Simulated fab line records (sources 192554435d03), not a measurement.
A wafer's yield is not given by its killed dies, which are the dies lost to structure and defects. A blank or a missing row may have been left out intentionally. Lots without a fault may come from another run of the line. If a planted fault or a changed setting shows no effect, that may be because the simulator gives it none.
fab line records / flow n5Finfet
record: lots: 5 wafers: 13 lastDay: 17
route steps=1938 shown PMOS_HMC_CHANNEL_EPI@86 FIN_SAQP@90 BEOL_M4@1111 PASSIVATION@1936
lots untouched by any fault: they come from a run of this same line in which no faults occurred
startH: hours from the record's first day to the start of the lot's first wafer shown / waitH: time in hours since the lot's previous step / " the same as in the row above / L1.1+2: a row that stands for several wafers / - no value present, or no start provided / * or withheld: withheld / < > ~ a bound
route shown NAME@n: names a module that has steps shown in the file, with the first one's number in the route / usual: mean/standard deviation of fault-free wafers / same: alike in all rows / chamber/n: place in a boat / sites: per-site readings / _std_site: their standard deviation / _edge_site: the outer-site mean with the inner-site mean subtracted / radiusMm: for every site, how far away it sits from the centre of the wafer / mask NAME#n: copy n / behind: tool/chamber where the wafer was last shaped / hold: the reason the lot was held/the length of the hold in hours/how it ended / device: whichever transistor did not switch (one of n, p or np) / end of line: the same wafers' tests at the end of the route / for a step that has no rows: nothing shown but its recipe / killed: the dies lost at the first sort to structure and to defects; this is not the yield of the wafer / map: shows each die of a wafer: x if killed, . if not, _ if none is there
set.NAME: the run value of the setting; set.NAME@STEP: its run value at that earlier step / model.NAME: the simulator's own value behind a step, which no gauge read
lots at selected steps of the route; one table per step, one row per wafer
services: from which hour (startH, from the record's first day; less than 0 if before it) a tool's chamber was out of use, for how many hours, and why
== steps ==
step: N5_PMOS_HMC_CHANNEL_EPI_SRD_25
recipe: dry: ipaMarangoni doPpb: 5 timeS: 30 tempC: 23 rinseLiquid: diw
step: N5_PMOS_HMC_CHANNEL_EPI_EPI_26
recipe: material: Si targetThkA: 38 tempC: 650 precursor: SiH4/H2 pressureTorr: 20 timeS: 22.7
step: N5_FIN_SAQP_PRECLEAN_42
recipe: chemistry: O3/DIW timeS: 60 tempC: 22 o3Ppm: 10
step: N5_FIN_SAQP_PRECLEAN_00
recipe: chemistry: SC1 timeS: 60 tempC: 55 mix: 1:2:50
step: N5_FIN_SAQP_PRECLEAN_44
recipe: chemistry: SC2 timeS: 45 tempC: 35 mix: 1:1:50
step: N5_FIN_SAQP_SRD_01
recipe: dry: ipaMarangoni timeS: 30 tempC: 23 rinseLiquid: diw
step: N5_FIN_SAQP_ALD_61
recipe: material: SiO2 targetThkA: 40 tempC: 300 aldPrecursorFamily: BDEAS aldCoReactant: O2-plasma pulseTimeS: 1 purgeTimeS: 2 coReactantPurgeTimeS: 2 aldCycles: 43 pressureTorr: 2
step: N5_FIN_SAQP_DENSIFY_62
recipe: tempC: 700 timeS: 60 ambient: N2 idleTempC: 600 rampUpCPerS: 150 rampDownCPerS: 60 coolToC: 600
step: N5_FIN_SAQP_HM_DEP_03
recipe: material: SiNx targetThkA: 380 tempC: 400 precursor: SiH4/NH3/N2 pressureTorr: 1.5 rfW: 300 timeS: 33.6
step: N5_FIN_SAQP_PECVD_47
recipe: material: a-Si targetThkA: 450 tempC: 400 precursor: SiH4/He pressureTorr: 3 rfW: 100 timeS: 36.3
usual: heaterPowerW: 819/66 runLengthS: 72.8/0.79 showerheadPlenumPTorr: 5.65/0.046 throttleValvePct: 17.9/0.83
lot.wafer=L154.2 tool=pecvd-04 chamber=1 startH=26.73 waitH=0.0 heaterPowerW=838 runLengthS=73.5 showerheadPlenumPTorr=5.73 throttleValvePct=18.8 model.a-Si_of_FIN_SAQP_PECVD_47.thkNm=44.84
lot.wafer=L154.4 tool=pecvd-04 chamber=0 startH=26.73 waitH=0.0 heaterPowerW=894 runLengthS=71.8 showerheadPlenumPTorr=5.66 throttleValvePct=16.7 model.a-Si_of_FIN_SAQP_PECVD_47.thkNm=45.47
lot.wafer=L154.6 tool=pecvd-04 chamber=1 startH=26.73 waitH=0.0 heaterPowerW=817 runLengthS=73.4 showerheadPlenumPTorr=5.71 throttleValvePct=19.2 model.a-Si_of_FIN_SAQP_PECVD_47.thkNm=45.14
lot.wafer=L167.3 tool=pecvd-04 chamber=0 startH=106.09 waitH=0.0 heaterPowerW=912 runLengthS=61.2 showerheadPlenumPTorr=5.66 throttleValvePct=16.6 model.a-Si_of_FIN_SAQP_PECVD_47.thkNm=31.36
lot.wafer=L167.6 tool=pecvd-04 chamber=1 startH=106.09 waitH=0.0 heaterPowerW=811 runLengthS=73.9 showerheadPlenumPTorr=5.71 throttleValvePct=18.8 model.a-Si_of_FIN_SAQP_PECVD_47.thkNm=45.64
lot.wafer=L168.2 tool=pecvd-04 chamber=1 startH=113.17 waitH=0.0 heaterPowerW=695 runLengthS=73.5 showerheadPlenumPTorr=5.71 throttleValvePct=19.0 model.a-Si_of_FIN_SAQP_PECVD_47.thkNm=44.74
lot.wafer=L168.3 tool=pecvd-04 chamber=2 startH=113.17 waitH=0.0 heaterPowerW=797 runLengthS=61.3 showerheadPlenumPTorr=5.69 throttleValvePct=17.5 model.a-Si_of_FIN_SAQP_PECVD_47.thkNm=32.06
lot.wafer=L169.3 tool=pecvd-04 chamber=2 startH=117.63 waitH=0.0 heaterPowerW=753 runLengthS=61.1 showerheadPlenumPTorr=5.68 throttleValvePct=17.5 model.a-Si_of_FIN_SAQP_PECVD_47.thkNm=31.35
lot.wafer=L169.4 tool=pecvd-04 chamber=0 startH=117.63 waitH=0.0 heaterPowerW=922 runLengthS=72.2 showerheadPlenumPTorr=5.65 throttleValvePct=17.0 model.a-Si_of_FIN_SAQP_PECVD_47.thkNm=45.6
lot.wafer=L169.5 tool=pecvd-04 chamber=1 startH=117.63 waitH=0.0 heaterPowerW=820 runLengthS=62.6 showerheadPlenumPTorr=5.71 throttleValvePct=19.1 model.a-Si_of_FIN_SAQP_PECVD_47.thkNm=31.87
lot.wafer=L174.3 tool=pecvd-01 chamber=2 startH=147.70 waitH=0.1 heaterPowerW=850 runLengthS=72.5 showerheadPlenumPTorr=5.63 throttleValvePct=16.8 model.a-Si_of_FIN_SAQP_PECVD_47.thkNm=44.63
lot.wafer=L174.5 tool=pecvd-01 chamber=1 startH=147.70 waitH=0.1 heaterPowerW=934 runLengthS=72.9 showerheadPlenumPTorr=5.61 throttleValvePct=17.3 model.a-Si_of_FIN_SAQP_PECVD_47.thkNm=44.67
lot.wafer=L174.6 tool=pecvd-01 chamber=2 startH=147.70 waitH=0.1 heaterPowerW=839 runLengthS=72.4 showerheadPlenumPTorr=5.65 throttleValvePct=16.9 model.a-Si_of_FIN_SAQP_PECVD_47.thkNm=44.8
step: N5_FIN_SAQP_PECVD_48
recipe: material: SiNx targetThkA: 250 tempC: 400 precursor: SiH4/NH3/N2 pressureTorr: 1.5 rfW: 300 timeS: 22.1
step: N5_FIN_SAQP_PECVD_06
recipe: material: a-Si targetThkA: 600 tempC: 400 precursor: SiH4/He pressureTorr: 3 rfW: 100 timeS: 48.1
step: N5_FIN_SAQP_HM_DEP_72
recipe: material: SiO2 targetThkA: 120 tempC: 400 precursor: SiH4/N2O pressureTorr: 0.75 rfW: 275 timeS: 7.2
step: N5_FIN_SAQP_COAT_49
recipe: resist: SOC tempC: 250 timeS: 60 spinRpm: 1500 resistThkNm: 100
step: N5_FIN_SAQP_COAT_50
recipe: resist: SiARC tempC: 220 timeS: 60 spinRpm: 1500 resistThkNm: 35
step: N5_FIN_SAQP_COAT_10
recipe: resist: CAR-ArF spinRpm: 1500 resistThkNm: 90
step: N5_FIN_SAQP_EBR_12
recipe: solvent: PGMEA ebrWidthMm: 1.5
step: N5_FIN_SAQP_SOFTBAKE_11
recipe: tempC: 110 timeS: 60 resist: CAR-ArF
step: N5_FIN_SAQP_EXPOSE_13
recipe: maskId: FIN_CORE na: 1.35 sourceShape: dipole sigmaInner: 0.538 sigmaOuter: 0.738 polarization: te targetCdNm: 35.6 doseMj: 63.25
step: N5_FIN_SAQP_PEB_14
recipe: pebTempC: withheld pebTimeS: 60 resist: CAR-ArF
step: N5_FIN_SAQP_DEVELOP_15
recipe: developTimeS: 30 developer: TMAH resist: CAR-ArF devTempC: 23 rinseLiquid: diw dry: airSpin
step: N5_FIN_SAQP_DESCUM_21
recipe: chemistry: O2 timeS: 7.9 sourcePowerW: 50 biasPowerW: 20 pressureMtorr: 20 rfFrequencyHz: 2.712e+07 tempC: 40 resist: CAR-ArF o2FlowSccm: 225
step: N5_FIN_SAQP_ETCH_51
recipe: chemistry: CF4 target: SiARC targetDepthA: 455 maskMaterial: CAR-ArF timeS: 75.8 ionEnergyEv: 80 pressureMtorr: 40 sourceW: 545 biasW: 36 Ar_flow_sccm: 100 cf4FlowSccm: 100 ends: cleared
step: N5_FIN_SAQP_ETCH_52
recipe: chemistry: N2/H2 target: SOC targetDepthA: 1000 overetchA: 200 maskMaterial: SiARC tempC: 40 timeS: 150 ionEnergyEv: 200 pressureMtorr: 30 sourceW: 840 biasW: 150 n2FlowSccm: 200 h2FlowSccm: 200 ends: endPoint
step: N5_FIN_SAQP_STRIP_53
recipe: chemistry: N2/H2 tempC: 40 n2FlowSccm: 200 h2FlowSccm: 200 rfFrequencyHz: 6e+07
step: N5_FIN_SAQP_HM_OPEN_73
recipe: chemistry: CHF3/O2 target: SiO2 stopOn: a-Si targetDepthA: 120 overEtchFrac: 1.8 maskMaterial: SOC timeS: 16.8 pressureMtorr: 30 sourceW: 650 biasW: 170 Ar_flow_sccm: 200 CHF3_flow_sccm: 50 O2_flow_sccm: 5 ionEnergyEv: 200 ends: endPoint
step: N5_FIN_SAQP_STRIP_74
recipe: chemistry: CHF3/O2 resist: SiARC rfFrequencyHz: 6e+07
step: N5_FIN_SAQP_MANDREL_ETCH_22
recipe: targetDepthA: 600 chemistry: HBr/Cl2 target: a-Si stopOn: SiNx btTimeS: 10 overEtchFrac: 0.5 timeS: 30 pressureMtorr: 10 icpW: 800 biasW: 75 HBr_flow_sccm: 150 Cl2_flow_sccm: 80 ends: endPoint
step: N5_FIN_SAQP_STRIP_55
recipe: chemistry: N2/H2 powerW: 500 tempC: 40 pressureMtorr: 50 rfFrequencyHz: 6e+07 overashFraction: 0.3 biasPowerW: 28 h2Frac: 0.5 n2FlowSccm: 300 h2FlowSccm: 300
step: N5_FIN_SAQP_STRIP_23
recipe: chemistry: SPM timeS: 750 tempC: 130 h2so4H2o2VolRatio: 4
step: N5_FIN_SAQP_SRD_66
recipe: dry: ipaMarangoni timeS: 30 tempC: 23 rinseLiquid: diw
step: N5_FIN_SAQP_RECESS_75
recipe: chemistry: HF/NH3 target: SiO2 targetDepthA: 144 afsCycles: 3 tempC: 30 sublimationTempC: 180 sublimationTimeS: 60
step: N5_FIN_SAQP_SPACER1_ALD_24
recipe: material: SiO2 targetThkA: 203 tempC: 300 aldPrecursorFamily: BDEAS aldCoReactant: O2-plasma pulseTimeS: 1 purgeTimeS: 2 coReactantPurgeTimeS: 2 aldCycles: 218 pressureTorr: 2
step: N5_FIN_SAQP_SPACER1_ETCHBACK_25
recipe: chemistry: CHF3/O2 mode: anisotropicEtchback target: SiO2 targetDepthA: 244 timeS: 12.2 pressureMtorr: 30 sourceW: 650 biasW: 170 Ar_flow_sccm: 200 CHF3_flow_sccm: 50 O2_flow_sccm: 5 ionEnergyEv: 200
step: N5_FIN_SAQP_MANDREL1_REMOVE_56
recipe: chemistry: HBr/Cl2/O2 btTimeS: 10 target: a-Si stopOn: SiNx endpoint: OES-SiCl overEtchFrac: 1 icpW: 600 biasW: 22 HBr_flow_sccm: 150 Cl2_flow_sccm: 80 O2_flow_sccm: 5 pressureMtorr: 10
step: N5_FIN_SAQP_MANDREL_ETCH_58
recipe: chemistry: HBr/Cl2 target: a-Si targetDepthA: 450 btTimeS: 10 stopOn: SiNx maskMaterial: SiO2 overEtchFrac: 0.8 timeS: 27 pressureMtorr: 10 icpW: 800 biasW: 75 HBr_flow_sccm: 150 Cl2_flow_sccm: 80 ends: endPoint
usual: drypumpMotorCurrentA: 5.48/0.29 oesProductAu: 0.690/0.013 throttleValvePct: 35.5/0.34
lot.wafer=L154.2 tool=rieSi-03 chamber=3 startH=30.00 waitH=0.0 drypumpMotorCurrentA=5.10 oesProductAu=0.671 rfHoursCounterH=174 throttleValvePct=35.7 model.etch.depthNm=44.84
lot.wafer=L154.4 tool=rieSi-03 chamber=0 startH=30.00 waitH=0.0 drypumpMotorCurrentA=5.96 oesProductAu=0.688 rfHoursCounterH=110 throttleValvePct=35.9 model.etch.depthNm=45.47
lot.wafer=L154.6 tool=rieSi-03 chamber=2 startH=30.00 waitH=0.0 drypumpMotorCurrentA=5.59 oesProductAu=0.692 rfHoursCounterH=- throttleValvePct=34.9 model.etch.depthNm=45.14
lot.wafer=L167.3 tool=rieSi-01 chamber=2 startH=109.42 waitH=0.0 drypumpMotorCurrentA=5.78 oesProductAu=0.600 rfHoursCounterH=147 throttleValvePct=35.6 model.etch.depthNm=31.36
lot.wafer=L167.6 tool=rieSi-01 chamber=3 startH=109.42 waitH=0.0 drypumpMotorCurrentA=5.40 oesProductAu=0.680 rfHoursCounterH=- throttleValvePct=35.2 model.etch.depthNm=45.64
lot.wafer=L168.2 tool=rieSi-04 chamber=1 startH=116.41 waitH=0.0 drypumpMotorCurrentA=5.31 oesProductAu=0.684 rfHoursCounterH=32 throttleValvePct=35.8 model.etch.depthNm=44.74
lot.wafer=L168.3 tool=rieSi-04 chamber=3 startH=116.41 waitH=0.0 drypumpMotorCurrentA=5.53 oesProductAu=0.597 rfHoursCounterH=77 throttleValvePct=36.1 model.etch.depthNm=32.06
lot.wafer=L169.3 tool=rieSi-03 chamber=3 startH=120.54 waitH=0.0 drypumpMotorCurrentA=5.09 oesProductAu=0.560 rfHoursCounterH=176 throttleValvePct=35.9 model.etch.depthNm=31.35
lot.wafer=L169.4 tool=rieSi-03 chamber=1 startH=120.54 waitH=0.0 drypumpMotorCurrentA=5.19 oesProductAu=0.700 rfHoursCounterH=34 throttleValvePct=35.3 model.etch.depthNm=45.6
lot.wafer=L169.5 tool=rieSi-03 chamber=1 startH=120.54 waitH=0.0 drypumpMotorCurrentA=5.21 oesProductAu=0.580 rfHoursCounterH=- throttleValvePct=35.5 model.etch.depthNm=31.87
lot.wafer=L174.3 tool=rieSi-01 chamber=2 startH=151.96 waitH=0.0 drypumpMotorCurrentA=5.75 oesProductAu=0.714 rfHoursCounterH=148 throttleValvePct=35.4 model.etch.depthNm=44.63
lot.wafer=L174.5 tool=rieSi-01 chamber=0 startH=151.96 waitH=0.0 drypumpMotorCurrentA=5.75 oesProductAu=0.709 rfHoursCounterH=- throttleValvePct=35.7 model.etch.depthNm=44.67
lot.wafer=L174.6 tool=rieSi-01 chamber=1 startH=151.96 waitH=0.0 drypumpMotorCurrentA=5.46 oesProductAu=0.702 rfHoursCounterH=- throttleValvePct=35.8 model.etch.depthNm=44.8
step: N5_BEOL_M4_RC_MEAS_101
usual: DIBL_N: 35.9/1.8 DIBL_P: 36.2/2 IOFF_N: 0.16/0.031 IOFF_P: 0.22/0.041 ION_N: 676/11 ION_P: 465/8.5 SS_N: 71.4/0.64 SS_P: 73.2/0.7 VT_N: 250/3.5 VT_P: -250/3.9
lot.wafer=L154.2 tool=prober-02 chamber=0 startH=172.51 waitH=0.2 DIBL_N[mV/V]=35.8 DIBL_P[mV/V]=37.0 IOFF_N[nA/um]=0.15 IOFF_P[nA/um]=0.20 ION_N[uA/um]=674 ION_P[uA/um]=457 SS_N[mV/dec]=71.0 SS_P[mV/dec]=73.6 VT_N[mV]=250 VT_P[mV]=-251
lot.wafer=L154.4 tool=prober-02 chamber=0 startH=172.51 waitH=0.2 DIBL_N[mV/V]=35.8 DIBL_P[mV/V]=37.4 IOFF_N[nA/um]=0.16 IOFF_P[nA/um]=0.22 ION_N[uA/um]=690 ION_P[uA/um]=477 SS_N[mV/dec]=71.3 SS_P[mV/dec]=72.8 VT_N[mV]=251 VT_P[mV]=-252
lot.wafer=L154.6 tool=prober-02 chamber=0 startH=172.51 waitH=0.2 DIBL_N[mV/V]=37.2 DIBL_P[mV/V]=39.3 IOFF_N[nA/um]=0.17 IOFF_P[nA/um]=0.23 ION_N[uA/um]=669 ION_P[uA/um]=463 SS_N[mV/dec]=72.1 SS_P[mV/dec]=73.7 VT_N[mV]=250 VT_P[mV]=-249
lot.wafer=L167.3 tool=prober-01 chamber=0 startH=257.52 waitH=0.3 DIBL_N[mV/V]=34.1 DIBL_P[mV/V]=33.3 IOFF_N[nA/um]=0.14 IOFF_P[nA/um]=0.19 ION_N[uA/um]=678 ION_P[uA/um]=468 SS_N[mV/dec]=71.0 SS_P[mV/dec]=72.1 VT_N[mV]=251 VT_P[mV]=-250
lot.wafer=L167.6 tool=prober-01 chamber=0 startH=257.52 waitH=0.3 DIBL_N[mV/V]=34.1 DIBL_P[mV/V]=34.6 IOFF_N[nA/um]=0.15 IOFF_P[nA/um]=0.23 ION_N[uA/um]=679 ION_P[uA/um]=469 SS_N[mV/dec]=70.5 SS_P[mV/dec]=73.6 VT_N[mV]=250 VT_P[mV]=-245
lot.wafer=L168.2 tool=prober-01 chamber=0 startH=260.02 waitH=0.2 DIBL_N[mV/V]=33.6 DIBL_P[mV/V]=34.0 IOFF_N[nA/um]=0.12 IOFF_P[nA/um]=0.15 ION_N[uA/um]=664 ION_P[uA/um]=462 SS_N[mV/dec]=70.5 SS_P[mV/dec]=72.8 VT_N[mV]=255 VT_P[mV]=-256
lot.wafer=L168.3 tool=prober-01 chamber=0 startH=260.02 waitH=0.2 DIBL_N[mV/V]=35.2 DIBL_P[mV/V]=35.5 IOFF_N[nA/um]=0.13 IOFF_P[nA/um]=0.17 ION_N[uA/um]=668 ION_P[uA/um]=456 SS_N[mV/dec]=70.8 SS_P[mV/dec]=72.6 VT_N[mV]=252 VT_P[mV]=-255
lot.wafer=L169.3 tool=prober-01 chamber=0 startH=266.87 waitH=0.3 DIBL_N[mV/V]=35.1 DIBL_P[mV/V]=33.6 IOFF_N[nA/um]=0.14 IOFF_P[nA/um]=0.18 ION_N[uA/um]=674 ION_P[uA/um]=462 SS_N[mV/dec]=70.8 SS_P[mV/dec]=73.1 VT_N[mV]=248 VT_P[mV]=-253
lot.wafer=L169.4 tool=prober-01 chamber=0 startH=266.87 waitH=0.3 DIBL_N[mV/V]=39.2 DIBL_P[mV/V]=38.3 IOFF_N[nA/um]=0.22 IOFF_P[nA/um]=0.27 ION_N[uA/um]=686 ION_P[uA/um]=463 SS_N[mV/dec]=72.9 SS_P[mV/dec]=74.2 VT_N[mV]=245 VT_P[mV]=-247
lot.wafer=L169.5 tool=prober-01 chamber=0 startH=266.87 waitH=0.3 DIBL_N[mV/V]=35.3 DIBL_P[mV/V]=33.9 IOFF_N[nA/um]=0.14 IOFF_P[nA/um]=0.19 ION_N[uA/um]=664 ION_P[uA/um]=452 SS_N[mV/dec]=71.1 SS_P[mV/dec]=72.4 VT_N[mV]=249 VT_P[mV]=-250
lot.wafer=L174.3 tool=prober-01 chamber=0 startH=303.57 waitH=0.3 DIBL_N[mV/V]=37.8 DIBL_P[mV/V]=37.4 IOFF_N[nA/um]=0.22 IOFF_P[nA/um]=0.26 ION_N[uA/um]=692 ION_P[uA/um]=476 SS_N[mV/dec]=72.9 SS_P[mV/dec]=74.4 VT_N[mV]=243 VT_P[mV]=-246
lot.wafer=L174.5 tool=prober-01 chamber=0 startH=303.57 waitH=0.3 DIBL_N[mV/V]=36.3 DIBL_P[mV/V]=35.7 IOFF_N[nA/um]=0.18 IOFF_P[nA/um]=0.24 ION_N[uA/um]=684 ION_P[uA/um]=465 SS_N[mV/dec]=71.9 SS_P[mV/dec]=73.1 VT_N[mV]=248 VT_P[mV]=-249
lot.wafer=L174.6 tool=prober-01 chamber=0 startH=303.57 waitH=0.3 DIBL_N[mV/V]=34.6 DIBL_P[mV/V]=33.0 IOFF_N[nA/um]=0.15 IOFF_P[nA/um]=0.19 ION_N[uA/um]=670 ION_P[uA/um]=459 SS_N[mV/dec]=71.1 SS_P[mV/dec]=72.4 VT_N[mV]=250 VT_P[mV]=-251
step: N5_PASSIVATION_PROBE_49
usual: defectLimitedYield: 91.3/1.3 killed_at_M0_to_M3: 35/9.3 killed_at_M4_up: 14/5.2 killedAtContacts: 12/5.9 killedAtFrontEnd: 38/11 killedAtOther: 4/3.7 killedDies: 103/15 killedOnRim: 14/4 killedOpen: 67/12 killedShort: 34/8 sort_bin_5_function: 5.1/0.88 sort_bin_6_memory: 3.3/0.65 sortNPass: 1077/15 sortYieldPct: 91.3/1.3
same: grossDies: 1180 killedAtBackSide: 0 sort_bin_4_leakage[%]: 0 sort_bin_8_speed[%]: 0
lot.wafer=L167.6 tool=prober-02 chamber=- startH=380.85 waitH=0.3 defectLimitedYield[%]=90.6 killed_at_M0_to_M3=42 killed_at_M4_up=9 killedAtContacts=10 killedAtFrontEnd=44 killedAtOther=6 killedDies=111 killedOnRim=18 killedOpen=65 killedShort=44 sort_bin_5_function[%]=6.4 sort_bin_6_memory[%]=2.8 sortNPass=1069 sortYieldPct[%]=90.6
killed by level:class
L167.6 BEOL_M0_SAQP:geometricParticle:short=13 STI_FIN_REVEAL:geometricParticle:open=11 BEOL_M0_SAQP:geometricParticle:open=10 FIN_SAQP:geometricParticle:open=9 BEOL_M1:geometricParticle:open=8 FIN_SAQP:geometricParticle:short=7 MOL_CONTACT_COAG:geometricParticle:open=7 BEOL_M3:geometricParticle:open=5
== services ==
tool=rieSi-03 chamber=3 startH=5.43 hours=5.1 kind=repair
tool=pecvd-04 chamber=- startH=15.31 hours=4.5 kind=repair
tool=pecvd-01 chamber=- startH=23.09 hours=0.5 kind=repair
tool=rieSi-04 chamber=- startH=26.09 hours=28.1 kind=pm
tool=pecvd-01 chamber=- startH=47.42 hours=2.8 kind=pm
tool=rieSi-01 chamber=2 startH=64.85 hours=0.9 kind=repair
tool=pecvd-04 chamber=0 startH=88.82 hours=5.5 kind=scheduledDown
tool=pecvd-04 chamber=1 startH=127.87 hours=2.1 kind=scheduledDown
tool=pecvd-01 chamber=0 startH=131.73 hours=- kind=clean
tool=pecvd-01 chamber=0 startH=131.73 hours=29.5 kind=scheduledDown
tool=pecvd-01 chamber=0 startH=131.73 hours=29.5 kind=ventCycle
tool=pecvd-04 chamber=0 startH=150.36 hours=2.1 kind=scheduledDown
== key ==
firstSign: step: N5_FIN_SAQP_PECVD_47 reading: runLengthS direction: down sigmas: 14 usual: * struck: *
effect: step: N5_FIN_SAQP_MANDREL_ETCH_58 reading: oesProductAu direction: down sigmas: 8 usual: 0.690 struck: 0.584
modelEffect: step: N5_FIN_SAQP_PECVD_47 value: a-Si_of_FIN_SAQP_PECVD_47.thkNm without: 45.29 struck: 31.66
modelEffect: step: N5_FIN_SAQP_MANDREL_ETCH_58 value: etch.depthNm without: 45.29 struck: 31.66
metAt N5_FIN_SAQP_PECVD_47
struckWafers L167.3,L168.3,L169.3,L169.5
onsetBetween 26.73 106.09
fault: kind: processParameterDrift tool: pecvd-04 chamber: - onsetH: 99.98 steps: N5_FIN_SAQP_PECVD_47 channel: timeS offset: * shape: step endH: 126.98 scope: struckWafersOnly actsIn: * stated: *
